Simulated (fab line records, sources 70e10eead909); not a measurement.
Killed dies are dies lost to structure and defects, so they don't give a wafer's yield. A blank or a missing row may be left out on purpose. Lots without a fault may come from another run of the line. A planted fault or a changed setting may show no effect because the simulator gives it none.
fab line records | flow nand_harc
record lots=12 wafers=36 last_day=24
route steps=1159 shown P_M1@302 P_M2@345 P_BONDPAD@370 END@1159
lots that met no fault: from a run of the same line without faults
start_h: hours from the record's first day to the start of the lot's first wafer shown | wait_h: hours since the lot's step before | " the same as in the row above | L1.1+2: a row that stands for several wafers | - no value, or no start given | * or withheld: withheld | < > ~ a bound
route shown NAME@n: a module of which the file shows steps, and the number in the route of the first | usual: mean/standard deviation of fault-free wafers | same: alike in all rows | chamber/n: place in a boat | sites: the reading at each site | _std_site: their standard deviation | _edge_site: outer sites' mean less inner sites' | radius_mm: how far each site lies from the wafer's centre | mask NAME#n: copy n | behind: the tool/chamber that last shaped the wafer | hold: why the lot was held/for how many hours/how that ended | device: the transistor (n, p or np) that didn't switch | end of line: the same wafers' tests at the end of the route | a step without rows: its recipe alone | killed: dies lost to structure and defects at the first sort, not the wafer's yield | map: a wafer's dies, x killed, . not, _ none there
set.NAME: the setting as run; set.NAME@STEP: as run at that earlier step | model.NAME: the simulator's own value behind a step, which no gauge read
steps of the route over a sample of lots; a table a step, a row a wafer
services: from which hour (start_h, from the record's first day; less than 0 if before it) a tool's chamber was out of use, for how many hours, and why
## steps
# step NHARC_P_M1_STRIP_18
# recipe power_w=1000 n2_flow_sccm=150 h2_flow_sccm=150 ar_flow_sccm=0 bias_w=0 chemistry=N2/H2
# usual drypump_motor_current_A=5.7/0.5 oes_product_au=0.997/0.0099 rf_vpp_V=90.6/0.93 showerhead_plenum_p_Torr=1.99/0.079 throttle_valve_pct=14.172/0.0088
# columns lot.wafer tool chamber start_h wait_h drypump_motor_current_A oes_product_au rf_hours_counter_h rf_vpp_V showerhead_plenum_p_Torr throttle_valve_pct
L450.1 rie_diel-06 3 131.12 0.1 5.6 0.994 4 91.3 2.09 14.175
L450.2 " 0 " " 6.3 0.977 4 89.0 2.02 14.168
L450.6 " 0 " " 6.3 0.976 - 89.4 2.02 14.170
L456.1 rie_diel-12 2 164.54 0.1 5.2 1.007 9 88.5 1.90 14.172
L456.3 " 1 " " 6.0 1.010 9 89.6 1.91 14.165
L456.6 " 2 " " 5.2 1.020 - 91.3 1.90 14.173
L457.1 rie_diel-07 1 165.68 0.1 6.6 1.002 3 91.7 1.95 14.160
L457.4 " 2 " " 5.6 0.984 3 90.3 2.13 14.173
L457.2 " 3 " " 6.0 0.992 3 89.1 1.93 14.180
L458.3 rie_diel-06 0 179.22 0.1 6.3 0.992 7 90.0 2.02 14.165
L458.1 " 1 " " 6.2 1.010 8 91.6 2.12 14.174
L458.2 " 3 " " 5.6 0.998 6 90.9 2.09 14.193
L463.1 rie_diel-12 3 215.82 0.1 5.2 1.012 1 90.3 2.03 14.167
L463.5 " 2 " " 5.2 1.012 - 89.7 1.90 14.169
L463.6 " 3 " " 5.2 1.001 - 91.2 2.03 14.174
L464.1 rie_diel-07 3 216.28 0.1 6.0 0.999 4 90.9 1.93 14.159
L464.4 " 0 " " 5.5 0.997 3 89.7 1.91 14.170
L464.5 " 3 " " 6.0 0.992 - 89.3 1.93 14.183
L466.1 rie_diel-12 1 225.01 0.1 6.0 0.991 2 89.0 1.90 14.165
L466.4 " 0 " " 6.1 0.986 2 91.4 1.97 14.163
L466.5 " 1 " " 6.0 0.997 - 90.4 1.90 14.182
L468.3 rie_diel-07 1 239.88 0.1 6.6 1.000 0 90.5 1.95 14.174
L468.2 " 2 " " 5.7 1.001 0 91.4 2.13 14.180
L468.6 " 1 " " 6.6 1.008 - 90.1 1.95 14.166
L469.2 rie_diel-12 2 240.78 0.1 5.2 0.990 4 88.9 1.90 14.173
L469.5 " 2 " " 5.2 1.001 - 90.6 1.90 14.165
L469.4 " 3 " " 5.2 1.004 - 91.3 2.03 14.189
L470.1 rie_diel-12 3 246.50 0.1 5.2 0.985 3 91.0 2.03 14.162
L470.4 " 3 " " 5.2 0.991 - 89.8 2.03 14.174
L470.5 " 2 " " 5.2 1.009 - 88.7 1.90 14.181
L472.1 rie_diel-06 3 250.91 0.1 5.6 1.000 0 89.5 2.08 14.177
L472.2 " 0 " " 6.3 1.000 0 90.5 2.02 14.194
L472.3 " 2 " " 4.8 1.001 0 89.7 1.98 14.173
L471.2 rie_diel-07 2 251.40 0.1 5.7 1.002 0 91.1 2.13 14.170
L471.4 " 3 " " 6.0 1.005 0 89.8 1.93 14.177
L471.5 " 1 " " 6.6 1.000 - 89.7 1.95 14.181
# step NHARC_P_M2_THK_MEAS_24
# recipe thk_meas_gauge=xrf
# usual thk_nm=143.9/1.5
# columns lot.wafer tool chamber start_h wait_h thk_nm
L450.1 film_metro-02 - 137.43 - 143.3
L450.2 " - " " 144.4
L450.6 " - " " 142.6
L456.1 film_metro-01 - 170.79 - 144.5
L456.3 " - " " 144.7
L456.6 " - " " 145.2
L457.1 film_metro-02 - 172.02 - 144.8
L457.2 " - " " 145.2
L457.4 " - " " 145.3
L458.1 film_metro-02 - 185.44 - 145.7
L458.2 " - " " 142.0
L458.3 " - " " 141.7
L463.1 film_metro-01 - 222.57 - 143.1
L463.5 " - " " 142.7
L463.6 " - " " 143.9
L464.1 film_metro-02 - 222.91 - 144.7
L464.4 " - " " 144.1
L464.5 " - " " 144.1
L466.1 film_metro-02 - 231.31 - 145.5
L466.4 " - " " 146.5
L466.5 " - " " 142.6
L468.2 film_metro-02 - 246.86 - 145.1
L468.3 " - " " 141.8
L468.6 " - " " 143.3
L469.2 film_metro-01 - 247.57 - 145.0
L469.4 " - " " 142.7
L469.5 " - " " 144.2
L470.1 film_metro-01 - 253.43 - 144.5
L470.4 " - " " 141.3
L470.5 " - " " 144.5
L472.1 film_metro-02 - 257.32 - 146.3
L472.2 " - " " 146.0
L472.3 " - " " 145.3
L471.2 film_metro-01 - 257.95 - 142.8
L471.4 " - " " 143.5
L471.5 " - " " 144.8
# step NHARC_P_M2_DEP_33
# recipe target_thk_a=300 temp_c=370 target_thk_nm=30 pressure_torr=3 flow_sccm=200 rf_w=450 material=SiCN
# usual chamber_pressure_Torr=3.000/0.0069 heater_power_outer_w=319/37 heater_power_w=573/59 showerhead_vpp_V=1293/62
# columns lot.wafer tool chamber start_h wait_h chamber_pressure_Torr heater_power_outer_w heater_power_w showerhead_vpp_V
L450.2 pecvd-01 1 137.76 0.1 3.005 316 606 1293
L450.1 " 2 " " 2.996 320 612 1322
L450.6 " 1 " " 3.003 324 610 1304
L456.3 pecvd-03 1 171.09 0.1 - - - -
L456.1 " 0 " " - - - -
L456.6 " 1 " " - - - -
L457.1 pecvd-02 1 172.32 0.1 - - - -
L457.2 " 2 " " - - - -
L457.4 " 0 " " - - - -
L458.1 pecvd-03 0 185.75 0.1 2.994 313 547 1277
L458.3 " 1 " " 2.989 333 565 1428
L458.2 " 2 " " 3.006 303 538 1255
L463.1 pecvd-02 1 222.96 0.1 2.988 379 635 1342
L463.5 " 0 " " 3.004 317 592 1257
L463.6 " 1 " " 2.992 371 646 1308
L464.1 pecvd-02 0 223.22 0.1 3.003 308 565 1249
L464.5 " 1 " " 2.989 350 595 1318
L464.4 " 2 " " 3.010 295 541 1158
L466.1 pecvd-01 2 231.66 0.1 2.996 297 568 1309
L466.4 " 2 " " 2.998 297 572 1319
L466.5 " 2 " " 2.995 303 567 1319
L468.3 pecvd-02 0 247.27 0.1 2.993 312 591 1276
L468.2 " 1 " " 2.988 386 625 1316
L468.6 " 1 " " 2.997 379 642 1324
L469.2 pecvd-02 1 247.94 0.1 2.997 295 521 1303
L469.5 " 0 " " 3.004 324 585 1259
L469.4 " 2 " " 2.992 262 490 1174
L470.1 pecvd-02 0 253.79 0.1 3.008 309 562 1283
L470.4 " 1 " " 3.000 377 631 1324
L470.5 " 2 " " 3.007 247 473 1179
L472.1 pecvd-03 1 257.62 0.1 3.005 285 500 1414
L472.2 " 2 " " 3.000 266 478 1273
L472.3 " 0 " " 2.992 310 541 1287
L471.2 pecvd-03 1 258.34 0.1 2.997 322 541 1409
L471.4 " 0 " " 3.007 287 516 1298
L471.5 " 2 " " 3.001 266 483 1281
# step NHARC_P_BONDPAD_CD_MEAS_13
# usual cd_nm=500.3/1.8
# columns lot.wafer tool chamber start_h wait_h cd_nm
L450.1 cd_sem-01 - 139.94 - 499.7
L450.2 " - " " 499.9
L450.6 " - " " 500.9
L456.1 cd_sem-02 - 173.24 - 503.4
L456.3 " - " " 500.9
L456.6 " - " " 503.0
L457.1 cd_sem-01 - 174.49 - 499.4
L457.2 " - " " 502.9
L457.4 " - " " 502.3
L458.1 cd_sem-01 - 187.91 - 499.8
L458.2 " - " " 499.1
L458.3 " - " " 501.3
L463.1 cd_sem-02 - 225.02 - 498.8
L463.5 " - " " 498.0
L463.6 " - " " 498.1
L464.1 cd_sem-02 - 225.66 - 499.8
L464.4 " - " " 499.8
L464.5 " - " " 500.2
L466.1 cd_sem-02 - 233.96 - 498.4
L466.4 " - " " 498.6
L466.5 " - " " 499.9
L468.2 cd_sem-01 - 249.45 - 501.0
L468.3 " - " " 502.8
L468.6 " - " " 500.0
L469.2 cd_sem-01 - 250.23 - 502.1
L469.4 " - " " 502.4
L469.5 " - " " 500.9
L470.1 cd_sem-03 - 255.97 - 500.2
L470.4 " - " " 501.2
L470.5 " - " " 501.1
L472.1 cd_sem-01 - 259.84 - 497.6
L472.2 " - " " 501.7
L472.3 " - " " 502.8
L471.2 cd_sem-01 - 260.33 - 502.8
L471.4 " - " " 501.6
L471.5 " - " " 500.6
# step NHARC_END_SORT_01
# recipe temp_c=25
# usual defect_limited_yield=95.5/1.3 killed_at_array=27/8.8 killed_at_other=0.4/0.82 killed_at_periphery=3.1/2.1 killed_dies=31/8.8 killed_open=3.3/2 killed_short=2.0/1.4 sort_bin_2_pct=1.3/0.56 sort_bin_3_pct=0.25/0.21 sort_bin_4_pct=2.9/0.89 sort_n_pass=646/8.8 sort_rim_yield_pct=95.8/2.7 sort_yield_pct=95.5/1.3
# same gross_dies=677 sort_bin_5_pct[%]=0 sort_bin_6_pct[%]=0 sort_bin_7_pct[%]=0 sort_bin_8_pct[%]=0 sort_rim_n_gross=106.00
# columns lot.wafer tool chamber start_h wait_h defect_limited_yield[%] killed_at_array killed_at_other killed_at_periphery killed_dies killed_open killed_short sort_bin_2_pct[%] sort_bin_3_pct[%] sort_bin_4_pct[%] sort_n_pass sort_rim_yield_pct[%] sort_yield_pct[%]
L464.1 prober-02 0 524.84 2.5 96.0 24 0 3 27 2 3 0.9 0.30 2.8 650 99.1 96.0
L464.4 prober-02 0 527.26 3.4 95.7 25 1 3 29 2 4 1.3 0.30 2.7 648 98.1 95.7
L464.5 prober-02 0 528.06 3.7 96.6 19 0 4 23 2 2 1.0 0.15 2.2 654 99.1 96.6
L463.1 prober-01 0 546.05 2.5 95.3 30 0 2 32 1 0 1.8 0.15 2.8 645 93.4 95.3
L463.5 prober-01 0 549.29 3.7 94.7 32 2 2 36 4 4 1.6 0.30 3.4 641 87.7 94.7
L463.6 prober-01 0 550.10 4.1 94.8 34 1 0 35 7 2 1.9 0 3.2 642 93.4 94.8
# killed by level:class
L464.1 A_CHANNEL_HOLE_D1:chamber_film_flake=18 P_M0:geometric_particle:short=1 A_ONON_D1:geometric_particle:short=1 A_CHANNEL_FILL_D1:geometric_particle:open=1 A_CONTACT:geometric_particle:open=1 A_CONTACT:geometric_particle:short=1 P_ZERO_WELL:chamber_film_flake=1 P_GATE:chamber_film_flake=1
L464.4 A_CHANNEL_HOLE_D1:chamber_film_flake=18 P_GATE:chamber_film_flake=2 P_M2:geometric_particle:open=1 A_CHANNEL_HOLE_D1:geometric_particle:short=1 A_CHANNEL_FILL_D1:geometric_particle:short=1 A_CHANNEL_FILL_D1:geometric_particle:open=1 A_WL_FILL:geometric_particle:short=1 STARTING-WAFER:geometric_particle:short=1
L464.5 A_CHANNEL_HOLE_D1:chamber_film_flake=15 P_GATE:chamber_film_flake=3 P_CONTACT:geometric_particle:open=1 A_ONON_D1:geometric_particle:short=1 A_CHANNEL_FILL_D1:geometric_particle:short=1 A_BLC:geometric_particle:open=1 A_STAIRCASE:chamber_film_flake=1
L463.1 A_SLIT:chamber_film_flake=15 A_CHANNEL_HOLE_D1:chamber_film_flake=6 A_CONTACT:chamber_film_flake=4 A_ZERO_WELL:chamber_film_flake=3 A_BLC:geometric_particle:open=1 P_GATE:chamber_film_flake=1 P_M2:chamber_film_flake=1 A_STAIRCASE:chamber_film_flake=1
L463.5 A_SLIT:chamber_film_flake=16 A_CONTACT:chamber_film_flake=3 A_WL_FILL:geometric_particle:open=2 A_CHANNEL_HOLE_D1:chamber_film_flake=2 A_STAIRCASE:chamber_film_flake=2 A_SOURCE_PLATE:geometric_particle:short=1 A_CHANNEL_FILL_D1:geometric_particle:open=1 A_SGD_CUT:geometric_particle:short=1
L463.6 A_SLIT:chamber_film_flake=14 A_CONTACT:chamber_film_flake=7 A_CONTACT:geometric_particle:open=2 A_CHANNEL_HOLE_D1:chamber_film_flake=2 A_ONON_D1:geometric_particle:open=1 A_CHANNEL_FILL_D1:geometric_particle:open=1 A_SGD_CUT:geometric_particle:open=1 A_SGD_CUT:geometric_particle:short=1
## services
# columns tool chamber start_h hours kind
pecvd-03 - 111.37 13.0 pm
rie_diel-12 - 143.37 0.6 repair
pecvd-02 - 153.24 13.0 pm
pecvd-02 0 153.24 13.0 vent_cycle
pecvd-02 1 153.24 13.0 vent_cycle
pecvd-02 2 153.24 13.0 vent_cycle
pecvd-01 - 164.88 0.4 repair
pecvd-02 0 166.24 - clean
pecvd-02 1 166.24 - clean
pecvd-02 2 166.24 - clean
pecvd-02 - 170.52 0.4 repair
rie_diel-07 2 173.27 8.1 repair
rie_diel-12 - 202.56 9.0 pm
pecvd-02 0 207.03 5.3 repair
pecvd-02 - 211.36 0.4 repair
pecvd-01 - 215.71 0.7 repair
pecvd-01 - 218.99 0.6 repair
pecvd-01 0 224.78 8.1 repair
rie_diel-07 - 228.20 9.0 pm
pecvd-02 - 235.98 0.8 repair
pecvd-01 - 237.46 13.0 pm
rie_diel-12 1 239.65 10.6 repair
rie_diel-06 - 241.49 9.0 pm
rie_diel-12 3 241.92 3.9 repair
## key
first_sign step=NHARC_P_M2_DEP_33 reading=tool_record direction=missing
effect none on later readings
met_at NHARC_P_M2_DEP_33
struck_lots L456,L457
not_acting_at NHARC_P_M1_STRIP_18,NHARC_P_M2_THK_MEAS_24,NHARC_P_BONDPAD_CD_MEAS_13
fault kind=skipped_step_whole tool=pecvd-02,pecvd-03 chamber=- onset_h=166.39 steps=NHARC_P_M2_DEP_33 scope=struck_lots_only
